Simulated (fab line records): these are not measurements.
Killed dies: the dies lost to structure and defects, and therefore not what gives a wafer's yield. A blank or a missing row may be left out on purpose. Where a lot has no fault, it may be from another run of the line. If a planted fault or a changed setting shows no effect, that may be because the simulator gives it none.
Which tool was responsible?    flow nand_harc    21 lots, 63 wafers sampled, at 6 steps of a route of 1302

== WHAT EACH GAUGE READ, for each wafer ==
The record holds no reading of a measuring or inspecting step that can be judged against a usual standard deviation.

== WHICH TOOL RAN EACH LOT (tool, then ch and the chambers of the sampled wafers, then the start) ==
lot   NHARC_A_CONTACT_ETCH_119              NHARC_A_CONTACT_ETCH_120              NHARC_A_CONTACT_ETCH_96                        NHARC_A_CONTACT_ETCH_133              NHARC_A_CONTACT_ETCH_97                        NHARC_A_CONTACT_ETCH_106
L074  har_cap_etch-01 ch 0,1, day 21 10:01  har_cap_etch-01 ch 0,1, day 21 10:11  rie_diel-08 ch 0,3, day 22 00:40 or earlier    har_cap_etch-02 ch 0,1, day 22 00:40  rie_diel-03 ch 1,2,3, day 22 01:31             rie_diel-12 ch 1,2,3, day 22 01:53
L075  har_cap_etch-02 ch 0,1, day 21 10:20  har_cap_etch-02 ch 0,1, day 21 10:30  rie_diel-12 ch 0,2,3, day 22 01:07 or earlier  har_cap_etch-03 ch 0,1, day 22 01:07  rie_diel-03 ch 1,2,3, day 22 02:05             rie_diel-12 ch 0,1,2, day 22 02:28
L076  har_cap_etch-02 ch 0,1, day 22 06:55  har_cap_etch-02 ch 0,1, day 22 07:05  rie_diel-08 ch 0,2, day 22 18:55 or earlier    har_cap_etch-01 ch 0,1, day 22 18:55  rie_diel-12 ch 1,2, day 22 20:24 or earlier    rie_diel-12 ch 2,3, day 22 20:24
L078  har_cap_etch-02 ch 0,1, day 22 18:40  har_cap_etch-02 ch 0,1, day 22 18:50  rie_diel-08 ch 0,2,3, day 23 05:12 or earlier  har_cap_etch-02 ch 0,1, day 23 05:12  rie_diel-12 ch 0,1,3, day 23 06:32 or earlier  rie_diel-12 ch 2,3, day 23 06:32
L077  har_cap_etch-03 ch 0,1, day 22 19:02  har_cap_etch-03 ch 0,1, day 22 19:13  rie_diel-08 ch 1,2,3, day 23 05:27 or earlier  har_cap_etch-03 ch 0,1, day 23 05:27  rie_diel-08 ch 0,1,2, day 23 06:46 or earlier  rie_diel-08 ch 0,2,3, day 23 06:46
L080  har_cap_etch-01 ch 0,1, day 23 09:23  har_cap_etch-01 ch 0,1, day 23 09:34  rie_diel-08 ch 0,3, day 23 19:38 or earlier    har_cap_etch-02 ch 0,1, day 23 19:38  rie_diel-12 ch 1,2,3, day 23 20:47 or earlier  rie_diel-12 ch 0,1,3, day 23 20:47
L079  har_cap_etch-02 ch 0, day 23 09:41    har_cap_etch-02 ch 0, day 23 09:52    rie_diel-08 ch 0,2,3, day 23 20:19 or earlier  har_cap_etch-03 ch 0,1, day 23 20:19  rie_diel-12 ch 0,1,3, day 23 21:37 or earlier  rie_diel-12 ch 0,2, day 23 21:37
L081  har_cap_etch-03 ch 0,1, day 24 11:01  har_cap_etch-03 ch 0,1, day 24 11:11  rie_diel-12 ch 0,1,2, day 25 00:05 or earlier  har_cap_etch-01 ch 0,1, day 25 00:05  rie_diel-03 ch 0,1,2, day 25 01:11 or earlier  rie_diel-03 ch 0,1,3, day 25 01:11
L083  har_cap_etch-02 ch 0,1, day 25 00:56  har_cap_etch-02 ch 0,1, day 25 01:07  rie_diel-03 ch 1,2,3, day 25 11:08 or earlier  har_cap_etch-02 ch 0,1, day 25 11:08  rie_diel-12 ch 0,1, day 25 12:26 or earlier    rie_diel-08 ch 0,1,2, day 25 12:26
L082  har_cap_etch-03 ch 0, day 25 04:55    har_cap_etch-03 ch 0, day 25 05:05    rie_diel-08 ch 0,2, day 25 16:54 or earlier    har_cap_etch-03 ch 0,1, day 25 16:54  rie_diel-12 ch 1,2,3, day 25 18:11 or earlier  rie_diel-03 ch 1,2,3, day 25 18:11
L085  har_cap_etch-01 ch 0,1, day 25 17:29  har_cap_etch-01 ch 0,1, day 25 17:39  rie_diel-08 ch 1,2, day 26 04:01 or earlier    har_cap_etch-02 ch 0,1, day 26 04:01  rie_diel-12 ch 1,2,3, day 26 05:10 or earlier  rie_diel-03 ch 1,2, day 26 05:10
L084  har_cap_etch-02 ch 0,1, day 25 18:21  har_cap_etch-02 ch 0,1, day 25 18:34  rie_diel-12 ch 0,2,3, day 26 04:57 or earlier  har_cap_etch-03 ch 0,1, day 26 04:57  rie_diel-12 ch 0,1,2, day 26 06:15 or earlier  rie_diel-12 ch 1,2,3, day 26 06:15
L086  har_cap_etch-01 ch 0,1, day 26 09:06  har_cap_etch-01 ch 0,1, day 26 09:16  rie_diel-08 ch 1,2,3, day 26 23:38 or earlier  har_cap_etch-03 ch 0,1, day 26 23:38  rie_diel-03 ch 0,1,3, day 27 01:15 or earlier  rie_diel-03 ch 2,3, day 27 01:15
L087  har_cap_etch-02 ch 0,1, day 26 09:59  har_cap_etch-02 ch 0,1, day 26 10:09  rie_diel-12 ch 2,3, day 27 00:10 or earlier    har_cap_etch-02 ch 0,1, day 27 00:10  rie_diel-03 ch 0,2,3, day 27 01:40 or earlier  rie_diel-08 ch 0,1,2, day 27 01:40
L088  har_cap_etch-01 ch 0,1, day 27 04:05  har_cap_etch-01 ch 0,1, day 27 04:16  rie_diel-08 ch 1,2, day 27 14:36 or earlier    har_cap_etch-03 ch 0,1, day 27 14:36  rie_diel-12 ch 0,1, day 27 15:34               rie_diel-12 ch 0,3, day 27 15:58
L089  har_cap_etch-03 ch 0,1, day 27 05:10  har_cap_etch-03 ch 0,1, day 27 05:20  rie_diel-08 ch 0,1,3, day 27 15:46 or earlier  har_cap_etch-02 ch 0,1, day 27 15:46  rie_diel-12 ch 1,2, day 27 16:56 or earlier    rie_diel-12 ch 0,2,3, day 27 16:56
L090  har_cap_etch-02 ch 0,1, day 28 14:09  har_cap_etch-02 ch 0,1, day 28 14:19  rie_diel-03 ch 0,2,3, day 29 00:10 or earlier  har_cap_etch-02 ch 0,1, day 29 00:10  rie_diel-12 ch 2,3, day 29 01:28 or earlier    rie_diel-08 ch 0,2,3, day 29 01:28
L091  har_cap_etch-01 ch 0,1, day 28 20:05  har_cap_etch-01 ch 0,1, day 28 20:16  rie_diel-03 ch 0,1,2, day 29 11:19 or earlier  har_cap_etch-02 ch 0,1, day 29 11:19  rie_diel-12 ch 2,3, day 29 12:16               rie_diel-12 ch 1,2,3, day 29 12:43
L093  har_cap_etch-03 ch 0,1, day 28 23:47  har_cap_etch-03 ch 0,1, day 28 23:58  rie_diel-03 ch 0,2,3, day 29 16:38 or earlier  har_cap_etch-01 ch 0,1, day 29 16:38  rie_diel-12 ch 1,2,3, day 29 17:40             rie_diel-12 ch 1,2, day 29 18:16
L094  har_cap_etch-02 ch 0,1, day 29 15:37  har_cap_etch-02 ch 0,1, day 29 15:48  rie_diel-12 ch 1,2,3, day 29 17:25             har_cap_etch-03 ch 0,1, day 30 02:04  rie_diel-12 ch 1,2,3, day 30 03:24 or earlier  rie_diel-08 ch 1,2,3, day 30 03:24
L095  har_cap_etch-02 ch 0,1, day 30 05:41  har_cap_etch-02 ch 0,1, day 30 05:51  rie_diel-03 ch 2,3, day 30 19:30 or earlier    har_cap_etch-03 ch 0,1, day 30 19:30  rie_diel-12 ch 1,2, day 30 20:40 or earlier    rie_diel-03 ch 0,1,3, day 30 20:40
- NHARC_A_CONTACT_ETCH_119: etches the open film in C4F8/O2/Ar, time 190 s, target depth 1850 nm.
- NHARC_A_CONTACT_ETCH_120: etches the open film in C4F8/O2/Ar, time 190 s, target depth 1850 nm.
- NHARC_A_CONTACT_ETCH_96: etches the open film in C4F6/O2, target depth 20 nm, time 10 s.
- NHARC_A_CONTACT_ETCH_133: etches the open film in C4F8/O2/Ar, time 374 s, target depth 1610 nm.
- NHARC_A_CONTACT_ETCH_97: etches the open film in C4F6/O2, target depth 20 nm, time 10 s.
- NHARC_A_CONTACT_ETCH_106: etches the open film in CF4/O2, target depth 90 nm, overetch 9 nm, time 49.5 s.

== WHAT THE TOOLS THEMSELVES READ (means of the sampled wafers that have a number; where no wafer has one, the mark that the record gives instead) ==
NHARC_A_CONTACT_ETCH_119.
lot   tool             oes_air_line_au (a.u.)
L074  har_cap_etch-01  1.010
L075  har_cap_etch-02  0.974
L076  har_cap_etch-02  0.999
L078  har_cap_etch-02  1.012
L077  har_cap_etch-03  1.002
L080  har_cap_etch-01  0.969
L079  har_cap_etch-02  0.997
L081  har_cap_etch-03  1.009
L083  har_cap_etch-02  1.015
L082  har_cap_etch-03  1.046
L085  har_cap_etch-01  1.012
L084  har_cap_etch-02  1.019
L086  har_cap_etch-01  1.016
L087  har_cap_etch-02  0.988
L088  har_cap_etch-01  1.007
L089  har_cap_etch-03  0.989
L090  har_cap_etch-02  1.019
L091  har_cap_etch-01  1.003
L093  har_cap_etch-03  1.004
L094  har_cap_etch-02  1.004
L095  har_cap_etch-02  1.003

NHARC_A_CONTACT_ETCH_120.
lot   tool             oes_air_line_au (a.u.)
L074  har_cap_etch-01  1.010
L075  har_cap_etch-02  1.021
L076  har_cap_etch-02  1.020
L078  har_cap_etch-02  1.004
L077  har_cap_etch-03  1.014
L080  har_cap_etch-01  1.009
L079  har_cap_etch-02  0.998
L081  har_cap_etch-03  0.986
L083  har_cap_etch-02  1.008
L082  har_cap_etch-03  1.006
L085  har_cap_etch-01  1.003
L084  har_cap_etch-02  1.005
L086  har_cap_etch-01  0.994
L087  har_cap_etch-02  0.986
L088  har_cap_etch-01  1.002
L089  har_cap_etch-03  1.019
L090  har_cap_etch-02  0.985
L091  har_cap_etch-01  1.014
L093  har_cap_etch-03  1.033
L094  har_cap_etch-02  0.996
L095  har_cap_etch-02  1.019

NHARC_A_CONTACT_ETCH_96.
lot   tool         drypump_motor_current_A (A)  mfc_ar_sccm (sccm)  o2_flow_sccm (sccm)  oes_product_au (a.u.)  rf_vpp_V (V)  showerhead_plenum_p_Torr (Torr)  throttle_valve_pct (%)
L074  rie_diel-08  5.4                          500.2               20.07                1.01                   548           3.97                             26.909
L075  rie_diel-12  5.6                          500.2               20.05                0.93                   552           4.15                             26.905
L076  rie_diel-08  5.7                          500.9               19.98                0.95                   545           3.88                             26.911
L078  rie_diel-08  5.4                          499.8               20.01                0.94                   546           3.88                             26.902
L077  rie_diel-08  5.4                          499.9               20.02                0.96                   547           3.94                             26.899
L080  rie_diel-08  5.2                          499.1               20.02                0.95                   548           3.96                             26.901
L079  rie_diel-08  5.4                          498.7               19.98                0.96                   546           3.88                             26.906
L081  rie_diel-12  5.8                          501.3               20.05                0.95                   551           4.10                             26.900
L083  rie_diel-03  5.6                          499.9               20.04                0.94                   546           3.94                             26.895
L082  rie_diel-08  5.6                          500.6               19.98                1.00                   546           3.87                             26.899
L085  rie_diel-08  5.7                          499.6               20.01                0.95                   547           3.98                             26.900
L084  rie_diel-12  5.6                          499.2               19.99                1.00                   551           4.14                             26.905
L086  rie_diel-08  5.5                          499.1               19.97                0.99                   547           3.93                             26.903
L087  rie_diel-12  5.6                          499.5               19.98                0.96                   551           4.10                             26.889
L088  rie_diel-08  5.6                          499.4               19.94                0.94                   548           3.98                             26.906
L089  rie_diel-08  5.4                          499.5               19.96                1.01                   549           4.00                             26.898
L090  rie_diel-03  5.2                          499.6               19.97                1.02                   546           3.91                             26.906
L091  rie_diel-03  5.4                          500.1               19.92                0.98                   544           3.80                             26.907
L093  rie_diel-03  5.3                          499.5               20.00                1.02                   547           3.91                             26.906
L094  rie_diel-12  5.7                          501.1               20.06                1.00                   550           4.05                             26.897
L095  rie_diel-03  5.4                          500.2               20.02                1.01                   549           4.02                             26.909

NHARC_A_CONTACT_ETCH_133.
lot   tool             oes_air_line_au (a.u.)
L074  har_cap_etch-02  0.991
L075  har_cap_etch-03  1.005
L076  har_cap_etch-01  0.992
L078  har_cap_etch-02  0.989
L077  har_cap_etch-03  1.010
L080  har_cap_etch-02  1.014
L079  har_cap_etch-03  1.004
L081  har_cap_etch-01  1.012
L083  har_cap_etch-02  1.005
L082  har_cap_etch-03  0.997
L085  har_cap_etch-02  1.013
L084  har_cap_etch-03  0.998
L086  har_cap_etch-03  0.994
L087  har_cap_etch-02  0.995
L088  har_cap_etch-03  1.014
L089  har_cap_etch-02  0.994
L090  har_cap_etch-02  0.977
L091  har_cap_etch-02  0.992
L093  har_cap_etch-01  0.994
L094  har_cap_etch-03  0.998
L095  har_cap_etch-03  1.001

NHARC_A_CONTACT_ETCH_97.
lot   tool         drypump_motor_current_A (A)  mfc_ar_sccm (sccm)  o2_flow_sccm (sccm)  oes_product_au (a.u.)  rf_vpp_V (V)  showerhead_plenum_p_Torr (Torr)  throttle_valve_pct (%)
L074  rie_diel-03  5.5                          499.3               20.00                0.982                  547.2         3.95                             26.908
L075  rie_diel-03  5.5                          499.8               20.01                0.971                  547.3         3.95                             26.905
L076  rie_diel-12  6.0                          500.9               20.00                0.948                  549.5         4.02                             26.901
L078  rie_diel-12  5.7                          499.2               19.95                0.940                  550.2         4.09                             26.901
L077  rie_diel-08  5.6                          499.3               19.97                0.934                  546.6         3.94                             26.897
L080  rie_diel-12  5.8                          499.1               20.03                0.951                  550.8         4.06                             26.905
L079  rie_diel-12  5.7                          501.0               20.04                0.939                  549.5         4.09                             26.898
L081  rie_diel-03  5.4                          501.4               20.04                0.947                  544.2         3.82                             26.899
L083  rie_diel-12  5.9                          501.3               19.97                0.944                  549.4         4.04                             26.912
L082  rie_diel-12  5.8                          499.4               20.03                0.954                  549.4         4.06                             26.909
L085  rie_diel-12  5.8                          500.9               19.96                0.979                  548.8         4.06                             26.907
L084  rie_diel-12  5.8                          500.3               19.99                0.943                  550.4         4.10                             26.903
L086  rie_diel-03  5.7                          500.6               19.98                0.948                  546.7         3.93                             26.906
L087  rie_diel-03  5.3                          499.9               19.96                0.990                  546.5         3.92                             26.904
L088  rie_diel-12  5.7                          500.8               20.05                0.971                  551.3         4.13                             26.904
L089  rie_diel-12  5.9                          500.4               20.00                1.009                  548.0         4.01                             26.897
L090  rie_diel-12  5.7                          499.9               20.02                0.961                  550.6         4.11                             26.889
L091  rie_diel-12  5.7                          501.1               20.00                1.008                  551.3         4.10                             26.912
L093  rie_diel-12  5.8                          500.8               19.96                0.975                  549.9         4.05                             26.904
L094  rie_diel-12  5.8                          500.3               19.89                0.963                  549.4         4.05                             26.903
L095  rie_diel-12  5.9                          501.0               20.06                0.947                  550.2         4.06                             26.910

NHARC_A_CONTACT_ETCH_106.
lot   tool         drypump_motor_current_A (A)  mfc_ar_sccm (sccm)  o2_flow_sccm (sccm)  oes_product_au (a.u.)  rf_vpp_V (V)  showerhead_plenum_p_Torr (Torr)  throttle_valve_pct (%)
L074  rie_diel-12  5.7                          0.008               20.02                1.003                  198.2         1.39                             13.391
L075  rie_diel-12  5.8                          0.008               20.06                1.007                  199.8         1.40                             13.405
L076  rie_diel-12  5.5                          0.008               19.99                0.996                  199.0         1.40                             13.400
L078  rie_diel-12  5.6                          0.016               20.00                1.005                  198.9         1.41                             13.389
L077  rie_diel-08  5.4                          0.018               20.01                1.002                  197.8         1.32                             13.397
L080  rie_diel-12  5.7                          0.000               19.97                1.002                  197.8         1.40                             13.397
L079  rie_diel-12  5.6                          0.008               20.01                1.001                  199.5         1.43                             13.390
L081  rie_diel-03  5.7                          0.001               19.99                1.009                  197.9         1.34                             13.398
L083  rie_diel-08  5.6                          0.004               20.01                1.001                  197.5         1.34                             13.410
L082  rie_diel-03  5.5                          0.001               20.00                0.996                  198.6         1.34                             13.396
L085  rie_diel-03  5.2                          0.000               20.04                1.003                  195.5         1.29                             13.396
L084  rie_diel-12  5.7                          0.008               20.02                1.002                  198.8         1.38                             13.402
L086  rie_diel-03  5.1                          0.001               19.98                1.005                  197.4         1.33                             13.399
L087  rie_diel-08  5.6                          0.004               20.00                1.001                  197.5         1.33                             13.397
L088  rie_diel-12  5.5                          0.000               19.93                0.997                  200.5         1.42                             13.403
L089  rie_diel-12  5.6                          0.008               20.02                0.999                  199.2         1.41                             13.401
L090  rie_diel-08  5.4                          0.018               20.00                1.005                  197.6         1.31                             13.392
L091  rie_diel-12  5.7                          0.008               20.04                1.005                  199.2         1.38                             13.399
L093  rie_diel-12  5.9                          0.008               19.96                1.011                  198.3         1.37                             13.397
L094  rie_diel-08  5.4                          0.019               20.00                0.997                  198.7         1.33                             13.397
L095  rie_diel-03  5.7                          0.001               19.91                1.010                  196.8         1.33                             13.400

== THE ANSWER, worked out from the rows above alone ==
Rule: the usual values come from the lots themselves. Put in order of their means at a reading, lots are off if they are a third of the lots or fewer, leave a main group of 4 or more, and stand apart from it by a gap of 3 or more times the standard deviation of the main group's means; of several such gaps the widest counts. A main group is skipped when, at the precision printed for the reading in the tables above, its means are all equal. Also off: a lot with no number at a reading for which 4 or more lots have one. Where the step has rows for the other lots, those lots are counted as sound. Order of review: gauges by route order, followed by the tools' own readings, for which a lot's mean as printed above is used. The first step at which some lot is off is used, and at that step the reading that is off furthest; a lot without a number counts as furthest.
Nothing can be told from this: no lot is off at any reading shown.

== WHAT HAD BEEN PUT IN BY THE SIMULATOR ==
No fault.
